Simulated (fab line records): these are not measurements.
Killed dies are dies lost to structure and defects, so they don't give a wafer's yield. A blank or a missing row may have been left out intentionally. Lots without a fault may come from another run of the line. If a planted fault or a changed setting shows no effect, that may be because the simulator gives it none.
Comparing a struck lot with a sound one :: flow nand-harc :: 14 out of 1302 route steps
Sound: wafers L548.1, L548.4, L548.6. Struck: wafer L535.3; the same lot's L535.6 was not struck, so it is left out; see the end for the cause.
For every step that has rows: the tool of each side, followed by ch and its chambers, followed by its first start. Under that, the readings that differ: sound wafers :: struck wafers :: difference of the means :: sigmas: that difference in standard deviations of wafers without a fault.
alike: same words and numbers on both sides, and readings whose means sit less than 2 such deviations apart. not compared: any withheld reading, any reading some wafer has no value for, any bound like >300 that may hide the same value, and any number with overlapping values for which the record gives no deviation.
The two part at a step that has a row with sigmas, a row that says differs or no value, or rows on one side only. Numbers that have no deviation but don't overlap get no sigmas and don't part them. A reading missing from all wafers of one side parts the sides only when that side holds two or more wafers.

first, 2 steps without rows for these wafers: NHARC_A_CHANNEL_HOLE_D2_STRIP_43 (strips in O2/COS); NHARC_A_CHANNEL_HOLE_D2_ETCH_44 (etches the open film in CF4/O2, target depth 140 nm, overetch 14 nm, time 77 s).
NHARC_A_CHANNEL_HOLE_D2_STRIP_28: strips in O2.
  sound on rie-diel-09 ch 0,1,3; struck on rie-diel-09 ch 0
reading: oes-product-au (a.u.)
sound: 1.017 0.997 1.001
struck: 0.978
difference: -0.027
sigmas: -3
  alike: drypump-motor-current-A, rf-vpp-V, showerhead-plenum-p-Torr, throttle-valve-pct
  not compared: rf-hours-counter-h
then, 2 steps without rows for these wafers: NHARC_A_CHANNEL_HOLE_D2_PRECLEAN_29 (cleans in SC1); NHARC_A_CHANNEL_HOLE_D2_SRD_30.
NHARC_A_CHANNEL_HOLE_D2_CD_MEAS_31:
  sound on cd-sem-01 at day 22 03:50; struck on cd-sem-02 at day 16 20:44
  alike: cd-nm
NHARC_A_CHANNEL_HOLE_D2_XSEM_32:
  sound on xsem-01 ch 0, day 22 03:55; struck on xsem-02 ch 0, day 16 20:50
reading: tilt-deg (degrees)
sound: 0.18 0.18 0.18
struck: 0.06
difference: -0.12
sigmas: -3
  alike: bot-cd-nm, bow-nm
NHARC_A_CHANNEL_HOLE_D2_INSPECT_40:
  sound on defect-inspect-01 at day 22 04:01; struck on defect-inspect-02 at day 16 20:55
  alike: raw-defect-count
then, 2 steps without rows for these wafers: NHARC_A_CHANNEL_FILL_D2_PRECLEAN_00 (cleans in SC1); NHARC_A_CHANNEL_FILL_D2_SRD_01.
NHARC_A_CHANNEL_FILL_D2_ALD_02: deposits SiO2, target thk 6 nm, pulse time 10 s, ald cycles 60.
  sound on ald-hk-02 ch 1,2,3, day 22 04:21; struck on ald-hk-04 ch 1, day 16 21:07
  alike: heater-power-w, precursor-pulse-height-rel
  not compared: ald-cycles
NHARC_A_CHANNEL_FILL_D2_ALD_03: deposits SiNx, target thk 6 nm, pulse time 60 s, ald cycles 58.
  sound on ald-sin-batch-02 ch 0; struck on ald-sin-batch-02 ch 0
  alike: precursor-pulse-height-rel
  not compared: ald-cycles
NHARC_A_CHANNEL_FILL_D2_ALD_14: deposits SiO2, target thk 2.5 nm, pulse time 10 s, ald cycles 25.
  sound on ald-hk-04 ch 0,1,2, day 22 10:40; struck on ald-hk-03 ch 0, day 17 04:15
reading: ald-cycles
sound: 25 25 25
struck: 23
difference: -2
sigmas: 
  alike: heater-power-w, precursor-pulse-height-rel
NHARC_A_CHANNEL_FILL_D2_ALD_15: deposits SiNx, target thk 2 nm, pulse time 60 s, ald cycles 19.
  sound on ald-sin-batch-02 ch 0; struck on ald-sin-batch-02 ch 0
reading: precursor-pulse-height-rel
sound: 0.998 1.026 0.995
struck: 0.958
difference: -0.048
sigmas: -3
  not compared: ald-cycles

WHERE THEY PART
Last at NHARC_A_CHANNEL_FILL_D2_ALD_15 as far as this record goes, first at NHARC_A_CHANNEL_HOLE_D2_STRIP_28.

WHY: whatever the simulator had introduced
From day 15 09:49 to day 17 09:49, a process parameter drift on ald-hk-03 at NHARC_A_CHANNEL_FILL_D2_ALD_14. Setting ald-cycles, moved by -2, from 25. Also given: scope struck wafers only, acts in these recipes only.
